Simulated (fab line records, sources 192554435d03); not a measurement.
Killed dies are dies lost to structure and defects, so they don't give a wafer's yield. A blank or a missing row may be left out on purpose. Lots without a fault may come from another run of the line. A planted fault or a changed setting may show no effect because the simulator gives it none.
Chamber matching | flow n5_finfet | N5_BEOL_M11_STRIP_36 on rie_diel-02: 4 sister chambers
The step strips in N2/H2. 14 wafers are shown with their chamber, then 7 later ones without.

WAFERS WITH THEIR CHAMBER
wafer  | chamber | drypump_motor_current_A (A) | showerhead_plenum_p_Torr (Torr) | throttle_valve_pct (%)
L075.2 | 3       | 6.14                        | 2.51                            | 23.75
L075.4 | 0       | 5.49                        | 2.47                            | 23.51
L075.6 | 2       | 5.97                        | 2.53                            | 23.47
L076.2 | 3       | 6.18                        | 2.50                            | 23.79
L076.5 | 0       | 5.48                        | 2.47                            | 23.51
L076.6 | 3       | 6.17                        | 2.50                            | 23.78
L083.3 | 0       | 5.52                        | 2.46                            | 23.54
L083.5 | 0       | 5.47                        | 2.46                            | 23.51
L083.6 | 1       | 5.98                        | 2.66                            | 23.16
L084.2 | 3       | 6.14                        | 2.50                            | 23.80
L084.3 | 2       | 5.98                        | 2.52                            | 23.49
L084.6 | 3       | 6.16                        | 2.50                            | 23.82
L087.1 | 2       | 5.99                        | 2.52                            | 23.49
L087.4 | 3       | 6.13                        | 2.50                            | 23.84

SIGNATURES (means of the wafers above)
reading                  | chamber 0 | chamber 1 | chamber 2 | chamber 3 | scatter within a chamber
drypump_motor_current_A  | 5.4900    | 5.9800    | 5.9800    | 6.1533    | 0.0188
showerhead_plenum_p_Torr | 2.4650    | 2.6600    | 2.5233    | 2.5017    | 0.005
throttle_valve_pct       | 23.5175   | 23.1600   | 23.4833   | 23.7967   | 0.0242
Rule: a wafer's distance from a chamber is the root of the sum, over the readings, of the square of ((its reading less the chamber's mean) divided by the reading's scatter). The wafer belongs to the nearest chamber; if the next one is less than 2 further off, it can't be placed. The scatter: the root of (the sum of the squares of (reading less its chamber's mean) over the shown wafers, divided by (wafers less chambers)).

WAFERS WITHOUT THEIR CHAMBER
wafer  | drypump_motor_current_A (A) | showerhead_plenum_p_Torr (Torr) | throttle_valve_pct (%)
L087.6 | 6.17                        | 2.50                            | 23.82
L090.2 | 5.46                        | 2.46                            | 23.55
L090.5 | 5.43                        | 2.46                            | 23.53
L090.6 | 5.97                        | 2.66                            | 23.19
L097.1 | 6.14                        | 2.49                            | 23.82
L097.2 | 5.97                        | 2.65                            | 23.18
L097.6 | 6.15                        | 2.49                            | 23.85

WHICH CHAMBER EACH WENT THROUGH
wafer  | from the rows above | in truth
L087.6 | 3                   | 3
L090.2 | 0                   | 0
L090.5 | 0                   | 0
L090.6 | 1                   | 1
L097.1 | 3                   | 3
L097.2 | 1                   | 1
L097.6 | 3                   | 3
Placed correctly: 7 of 7. Can't be placed from these rows: 0. Placed wrongly: 0.
